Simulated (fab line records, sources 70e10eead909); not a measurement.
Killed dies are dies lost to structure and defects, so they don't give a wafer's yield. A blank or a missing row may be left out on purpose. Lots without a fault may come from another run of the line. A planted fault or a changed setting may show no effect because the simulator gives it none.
Chamber matching | flow nand_harc | NHARC_A_BONDPAD_STRIP_15 on rie_diel-02: 4 sister chambers
The step strips in O2. 4 wafers are shown with their chamber, then 12 later ones without.

WAFERS WITH THEIR CHAMBER
wafer  | chamber | showerhead_plenum_p_Torr (Torr)
L087.1 | 2       | 3.40
L087.2 | 0       | 3.61
L090.3 | 1       | 3.70
L090.5 | 3       | 3.34

WAFERS WITHOUT THEIR CHAMBER
wafer  | showerhead_plenum_p_Torr (Torr)
L091.1 | 3.40
L091.3 | 3.70
L091.6 | 3.70
L092.1 | 3.70
L092.2 | 3.60
L092.3 | 3.33
L094.1 | 3.61
L094.4 | 3.33
L094.6 | 3.70
L097.1 | 3.70
L097.4 | 3.60
L097.5 | 3.33

WHICH CHAMBER EACH WENT THROUGH
wafer  | from the rows above | in truth
L091.1 | 2                   | 2
L091.3 | 1                   | 1
L091.6 | 1                   | 1
L092.1 | 1                   | 1
L092.2 | 0                   | 0
L092.3 | 3                   | 3
L094.1 | 0                   | 0
L094.4 | 3                   | 3
L094.6 | 1                   | 1
L097.1 | 1                   | 1
L097.4 | 0                   | 0
L097.5 | 3                   | 3
Placed correctly: 12 of 12. Can't be placed from these rows: 0. Placed wrongly: 0.
How it was worked out, from the rows above alone: a wafer's distance from a chamber is the root of the sum, over the readings, of the square of ((its reading less the chamber's mean) divided by the reading's scatter). The wafer belongs to the nearest chamber; if the next one is less than 2 further off, it can't be placed. A chamber's mean is the mean of its shown wafers. The scatter: with one shown wafer a chamber, the root of the mean of the squares of how far each hidden wafer lies from its nearest shown one.
